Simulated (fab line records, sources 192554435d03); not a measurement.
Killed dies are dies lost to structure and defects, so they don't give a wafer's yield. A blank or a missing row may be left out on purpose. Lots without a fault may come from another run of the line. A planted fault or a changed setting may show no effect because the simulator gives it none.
Chamber matching | flow n5_finfet | N5_SD_EPI_N_LINER_46 on ald_sin-01: 4 sister chambers
The step material SiNx, target thk 3 nm. 4 wafers are shown with their chamber, then 9 later ones without.

WAFERS WITH THEIR CHAMBER
wafer  | chamber | heater_power_w (W)
L082.3 | 2       | 721
L084.5 | 0       | 978
L089.5 | 3       | 755
L089.6 | 1       | 1011

WAFERS WITHOUT THEIR CHAMBER
wafer  | heater_power_w (W)
L092.4 | 1009
L092.5 | 727
L092.6 | 1007
L093.2 | 751
L093.3 | 739
L093.4 | 1003
L095.2 | 989
L095.4 | 1020
L095.6 | 769

WHICH CHAMBER EACH WENT THROUGH
wafer  | from the rows above     | in truth
L092.4 | 1                       | 1
L092.5 | 2                       | 2
L092.6 | 1                       | 1
L093.2 | 3                       | 3
L093.3 | can't be placed: 3 or 2 | 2
L093.4 | can't be placed: 1 or 0 | 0
L095.2 | can't be placed: 0 or 1 | 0
L095.4 | 1                       | 1
L095.6 | 3                       | 3
Placed correctly: 6 of 9. Can't be placed from these rows: 3 (the true chamber is among the candidates in 3). Placed wrongly: 0.
How it was worked out, from the rows above alone: a wafer's distance from a chamber is the root of the sum, over the readings, of the square of ((its reading less the chamber's mean) divided by the reading's scatter). The wafer belongs to the nearest chamber; if the next one is less than 2 further off, it can't be placed. A chamber's mean is the mean of its shown wafers. The scatter: with one shown wafer a chamber, the root of the mean of the squares of how far each hidden wafer lies from its nearest shown one.
